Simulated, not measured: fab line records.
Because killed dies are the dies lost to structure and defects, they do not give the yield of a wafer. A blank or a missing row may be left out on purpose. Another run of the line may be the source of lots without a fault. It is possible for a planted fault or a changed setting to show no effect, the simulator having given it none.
fab line records    flow nand-harc
[record] lots = 12  wafers = 36  last-day = 24
route steps=1159 shown P_GATE@111 THIN_TSV@1116 END@1158
lots untouched by any fault: they come from a run of this same line in which no faults occurred
start-h: the number of hours between the record's first day and the start of the first shown wafer of the lot    wait-h: hours elapsed since this lot's preceding step    " identical to the entry in the row above    L1.1+2: a row that stands for several wafers    - value missing, or start not given    * or withheld: withheld    < > ~ a bound
route shown NAME@n: a module of which the file shows steps, and the number in the route of the first    usual: the fault-free wafers' mean and standard deviation    same: alike in all rows    chamber/n: place in a boat    sites: per-site readings    _std_site: the values' standard deviation    _edge_site: mean of outer sites minus mean of inner sites    radius-mm: how far each site lies from the wafer's centre    mask NAME#n: copy n    behind: tool/chamber where the wafer was last shaped    hold: what put the lot on hold/how long, in hours/how the hold closed    device: the transistor (n, p or np) that didn't switch    end of line: at the end of the route, the tests of the same wafers    a step without rows: its recipe alone    killed: dies lost to structure and defects at the first sort, not the wafer's yield    map: dies across one wafer; x = killed, . = not, _ = none there
set.NAME: the setting that was run; set.NAME@STEP: the one run at that earlier step    model.NAME: the simulator's own value behind a step, which no gauge read
one table for each step of the route and one row for each wafer, over a sample of lots
services: a tool's chamber out of use, with start hour (start-h, from the record's first day; less than 0 if before it), hours out, and reason
[[steps]]
[step NHARC_P_GATE_PRECLEAN_70]
[recipe] time-s = *  temp-c = 50  bath-age-min = 0  chemistry = SC1
[usual] sc1-h2o2-end-mol-l = 0.3699/0.00062
lot.wafer  tool          chamber  start-h  wait-h  sc1-h2o2-end-mol-l
L172.1     wet-bench-03  3        78.35    0.1     0.3694
L172.6     "             4        "        "       0.3696
L172.3     "             6        "        "       0.3694
L173.6     wet-bench-09  0        78.35    0.1     0.3685
L173.5     "             1        "        "       0.3692
L173.4     "             2        "        "       0.3703
L175.6     wet-bench-03  3        83.63    0.1     0.3702
L175.1     "             4        "        "       0.3707
L175.5     "             6        "        "       0.3708
L174.6     wet-bench-04  2        83.63    0.1     0.3704
L174.4     "             4        "        "       0.3686
L174.1     "             5        "        "       0.3707
L176.6     wet-bench-03  0        92.39    0.1     0.3699
L176.2     "             2        "        "       0.3698
L176.1     "             3        "        "       0.3711
L177.3     wet-bench-09  5        99.57    0.1     0.3705
L177.1     "             6        "        "       0.3684
L177.5     "             7        "        "       0.3693
L178.3     wet-bench-03  6        108.90   0.1     0.3700
L178.2     "             7        "        "       0.3704
L178.6     "             1        "        "       0.3703
L179.6     wet-bench-04  0        116.40   0.1     0.3699
L179.1     "             2        "        "       0.3705
L179.4     "             4        "        "       0.3688
L183.2     wet-bench-03  5        142.66   0.1     0.3692
L183.5     "             0        "        "       0.3700
L183.1     "             1        "        "       0.3694
L190.2     wet-bench-04  7        180.67   0.1     0.3701
L190.3     "             1        "        "       0.3700
L190.4     "             3        "        "       0.3708
L192.1     wet-bench-04  3        187.84   0.1     0.3708
L192.3     "             6        "        "       0.3697
L192.6     "             7        "        "       0.3694
L194.3     wet-bench-09  2        202.13   0.1     0.3696
L194.6     "             3        "        "       0.3698
L194.4     "             5        "        "       0.3697
[step NHARC_THIN_TSV_CD_MEAS_12]
[recipe] target-cd-nm = 1000  landing-energy-ev = 500
[usual] cd-nm = 1000.4/2.3
lot.wafer  tool       chamber  start-h  wait-h  cd-nm
L173.4     cd-sem-03  0        428.91   -       1000.6
L173.5     "          0        "        "       1002.1
L173.6     "          0        "        "       1001.3
L174.1     cd-sem-03  0        434.53   -       1002.1
L174.4     "          0        "        "       997.4
L174.6     "          0        "        "       999.4
L172.1     cd-sem-02  0        435.74   -       1001.1
L172.3     "          0        "        "       998.1
L172.6     "          0        "        "       999.8
L175.1     cd-sem-01  0        442.53   -       1003.8
L175.5     "          0        "        "       1002.2
L175.6     "          0        "        "       1003.2
L176.1     cd-sem-01  0        443.72   -       1001.8
L176.2     "          0        "        "       1002.3
L176.6     "          0        "        "       1003.4
L179.1     cd-sem-02  0        460.47   -       995.3
L179.4     "          0        "        "       996.2
L179.6     "          0        "        "       996.1
L178.2     cd-sem-01  0        478.81   -       1001.7
L178.3     "          0        "        "       995.7
L178.6     "          0        "        "       995.7
L177.1     cd-sem-01  0        489.17   -       1002.7
L177.3     "          0        "        "       1003.5
L177.5     "          0        "        "       1000.7
L183.1     cd-sem-01  0        497.47   -       1000.9
L183.2     "          0        "        "       998.6
L183.5     "          0        "        "       999.2
L190.2     cd-sem-01  0        541.46   -       997.1
L190.3     "          0        "        "       998.8
L190.4     "          0        "        "       999.3
L192.1     cd-sem-02  0        548.50   -       997.5
L192.3     "          0        "        "       999.5
L192.6     "          0        "        "       998.3
L194.3     cd-sem-01  0        562.99   -       1004.8
L194.4     "          0        "        "       1004.7
L194.6     "          0        "        "       1002.1
[step NHARC_THIN_TSV_CD_MEAS_16]
[usual] cd-nm = 1000.6/2.4
lot.wafer  tool       chamber  start-h  wait-h  cd-nm
L173.4     cd-sem-01  -        429.88   0.1     1001.2
L173.5     "          -        "        "       1002.2
L173.6     "          -        "        "       1002.0
L174.1     cd-sem-02  -        435.49   0.1     1002.7
L174.4     "          -        "        "       998.7
L174.6     "          -        "        "       998.9
L172.1     cd-sem-01  -        436.69   0.1     1000.4
L172.3     "          -        "        "       999.5
L172.6     "          -        "        "       1001.2
L175.1     cd-sem-03  -        443.49   0.1     1005.2
L175.5     "          -        "        "       1002.2
L175.6     "          -        "        "       1003.3
L176.1     cd-sem-01  -        444.68   0.1     1002.6
L176.2     "          -        "        "       1003.5
L176.6     "          -        "        "       1003.4
L179.1     cd-sem-02  -        461.43   0.1     995.2
L179.4     "          -        "        "       996.6
L179.6     "          -        "        "       996.2
L178.2     cd-sem-03  -        479.79   0.1     1002.9
L178.3     "          -        "        "       996.4
L178.6     "          -        "        "       997.7
L177.1     cd-sem-03  -        490.13   0.1     1001.9
L177.3     "          -        "        "       1004.4
L177.5     "          -        "        "       1000.3
L183.1     cd-sem-03  -        498.44   0.1     1001.0
L183.2     "          -        "        "       999.6
L183.5     "          -        "        "       999.5
L190.2     cd-sem-02  -        542.42   0.1     997.9
L190.3     "          -        "        "       999.7
L190.4     "          -        "        "       999.5
L192.1     cd-sem-03  -        549.48   0.1     997.9
L192.3     "          -        "        "       1000.1
L192.6     "          -        "        "       998.9
L194.3     cd-sem-02  -        563.96   0.1     1003.5
L194.4     "          -        "        "       1004.6
L194.6     "          -        "        "       1000.4
[step NHARC_END_WLT_00]
[usual] VT_DECK1_BOTTOM = 0.867/0.008  VT_DECK1_BOTTOM_INNER = 0.868/0.0077  VT_DECK1_MEDIAN_NEAR_BOTTOM = 0.868/0.0081  VT_DECK1_MEDIAN_NEAR_BOTTOM_INNER = 0.868/0.008  VT_DECK1_MIDDLE = 0.881/0.0064  VT_DECK1_MIDDLE_INNER = 0.881/0.0066  VT_DECK1_TOP = 0.892/0.0067  VT_DECK1_TOP_INNER = 0.892/0.0072
lot.wafer  tool       chamber  start-h  wait-h  VT_DECK1_BOTTOM  VT_DECK1_BOTTOM_INNER  VT_DECK1_MEDIAN_NEAR_BOTTOM  VT_DECK1_MEDIAN_NEAR_BOTTOM_INNER  VT_DECK1_MIDDLE  VT_DECK1_MIDDLE_INNER  VT_DECK1_TOP  VT_DECK1_TOP_INNER
L173.4     prober-02  -        439.55   1.5     0.858            0.864                  0.871                        0.867                              0.882            0.892                  0.898         0.900
L173.5     "          -        "        "       0.864            0.866                  0.871                        0.870                              0.888            0.877                  0.898         0.897
L173.6     "          -        "        "       0.875            0.878                  0.880                        0.864                              0.885            0.883                  0.889         0.888
L174.1     prober-02  -        446.38   0.1     0.869            0.869                  0.861                        0.860                              0.877            0.873                  0.887         0.886
L174.4     "          -        447.87   1.5     0.870            0.869                  0.869                        0.865                              0.878            0.875                  0.890         0.884
L174.6     "          -        "        "       0.867            0.869                  0.873                        0.874                              0.886            0.887                  0.887         0.887
L172.1     prober-01  -        453.57   7.2     0.873            0.872                  0.866                        0.863                              0.876            0.875                  0.880         0.888
L172.3     "          -        "        "       0.857            0.844                  0.858                        0.857                              0.868            0.869                  0.889         0.884
L172.6     "          -        456.06   9.7     0.864            0.865                  0.863                        0.868                              0.870            0.877                  0.883         0.885
L176.1     prober-02  -        454.22   0.1     0.865            0.867                  0.860                        0.859                              0.875            0.882                  0.898         0.892
L176.2     "          -        "        "       0.861            0.866                  0.870                        0.867                              0.876            0.877                  0.890         0.899
L176.6     "          -        456.75   2.6     0.873            0.867                  0.869                        0.868                              0.881            0.883                  0.885         0.889
L175.1     prober-01  -        461.37   7.3     0.875            0.880                  0.876                        0.878                              0.886            0.888                  0.895         0.883
L175.5     "          -        463.38   9.3     0.870            0.860                  0.863                        0.860                              0.889            0.875                  0.892         0.896
L175.6     "          -        "        "       0.854            0.854                  0.856                        0.858                              0.870            0.874                  0.892         0.899
L179.1     prober-02  -        474.55   0.1     0.872            0.862                  0.874                        0.874                              0.879            0.887                  0.901         0.892
L179.4     "          -        476.04   1.5     0.867            0.862                  0.859                        0.863                              0.883            0.878                  0.893         0.898
L179.6     "          -        "        "       0.867            0.860                  0.865                        0.873                              0.881            0.875                  0.901         0.897
L178.2     prober-02  -        490.01   0.6     0.868            0.866                  0.865                        0.869                              0.881            0.886                  0.876         0.885
L178.3     "          -        "        "       0.858            0.865                  0.848                        0.857                              0.872            0.875                  0.887         0.885
L178.6     "          -        492.04   2.6     0.856            0.865                  0.862                        0.861                              0.878            0.876                  0.891         0.892
L177.1     prober-02  -        502.28   0.1     0.861            0.862                  0.873                        0.873                              0.890            0.887                  0.905         0.910
L177.3     "          -        503.28   1.1     0.868            0.870                  0.867                        0.881                              0.885            0.886                  0.903         0.895
L177.5     "          -        "        "       0.870            0.873                  0.863                        0.877                              0.888            0.885                  0.893         0.905
L183.1     prober-02  -        510.77   0.1     0.888            0.898                  0.894                        0.893                              0.902            0.899                  0.915         0.910
L183.2     "          -        "        "       0.891            0.888                  0.902                        0.891                              0.902            0.899                  0.914         0.909
L183.5     "          -        512.75   2.0     0.895            0.897                  0.897                        0.902                              0.905            0.913                  0.915         0.916
L190.2     prober-01  -        552.50   0.6     0.878            0.879                  0.872                        0.877                              0.879            0.883                  0.892         0.889
L190.3     "          -        "        "       0.866            0.864                  0.865                        0.866                              0.878            0.876                  0.897         0.898
L190.4     "          -        "        "       0.867            0.863                  0.867                        0.870                              0.880            0.881                  0.884         0.886
L192.1     prober-02  -        560.45   1.4     0.861            0.863                  0.869                        0.868                              0.870            0.874                  0.886         0.892
L192.3     "          -        561.45   2.4     0.872            0.858                  0.862                        0.872                              0.877            0.878                  0.888         0.885
L192.6     "          -        562.94   3.8     0.868            0.871                  0.869                        0.871                              0.882            0.878                  0.891         0.884
L194.3     prober-01  -        575.69   1.0     0.873            0.874                  0.873                        0.876                              0.884            0.892                  0.889         0.887
L194.4     "          -        "        "       0.851            0.856                  0.862                        0.867                              0.871            0.871                  0.886         0.886
L194.6     "          -        577.19   2.5     0.861            0.866                  0.862                        0.857                              0.879            0.879                  0.899         0.889
[[services]]
tool          chamber  start-h  hours  kind
wet-bench-09  -        104.44   2.1    repair
wet-bench-09  -        112.80   8.0    pm
wet-bench-04  -        119.01   7.0    repair
wet-bench-03  -        146.40   8.0    pm
wet-bench-03  0        154.40   -      consumable-replace:bath
wet-bench-03  0        154.40   -      consumable-replace:filter
wet-bench-03  1        154.40   -      consumable-replace:bath
wet-bench-03  1        154.40   -      consumable-replace:filter
wet-bench-03  2        154.40   -      consumable-replace:bath
wet-bench-03  2        154.40   -      consumable-replace:filter
wet-bench-03  3        154.40   -      consumable-replace:bath
wet-bench-03  3        154.40   -      consumable-replace:filter
wet-bench-03  4        154.40   -      consumable-replace:bath
wet-bench-03  4        154.40   -      consumable-replace:filter
wet-bench-03  5        154.40   -      consumable-replace:bath
wet-bench-03  5        154.40   -      consumable-replace:filter
wet-bench-03  6        154.40   -      consumable-replace:bath
wet-bench-03  6        154.40   -      consumable-replace:filter
wet-bench-03  7        154.40   -      consumable-replace:bath
wet-bench-03  7        154.40   -      consumable-replace:filter
wet-bench-04  -        163.20   8.0    pm
wet-bench-04  0        171.20   -      consumable-replace:bath
wet-bench-04  0        171.20   -      consumable-replace:filter
wet-bench-04  1        171.20   -      consumable-replace:bath
[[key]]
[first-sign] step = NHARC_END_WLT_00  reading = VT_DECK1_MEDIAN_NEAR_BOTTOM  direction = up  sigmas = 3.7  usual = 0.868  struck = 0.897
[effect] step = NHARC_END_WLT_00  reading = VT_DECK1_MIDDLE_INNER  direction = up  sigmas = 3.5  usual = 0.881  struck = 0.904
met-at NHARC_P_GATE_PRECLEAN_70
struck-lots L183
tester-left-out L183
not-acting-at NHARC_THIN_TSV_CD_MEAS_12,NHARC_THIN_TSV_CD_MEAS_16
onset-between 108.90 142.66
[fault] kind = metallic-contamination-source  tool = wet-bench-03  chamber = -  onset-h = 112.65  steps = NHARC_P_GATE_PRECLEAN_70  rate-cm2-per-visit = 3.0159e+11  species = metal-fe-cm2
// tester-left-out: of these lots the tester's yield and bins aren't shown, on N5 and GAA mostly nor the transistor test; their killed dies are dies lost to structure and defects alone, not to doping, threshold or leakage, so they don't give the yield
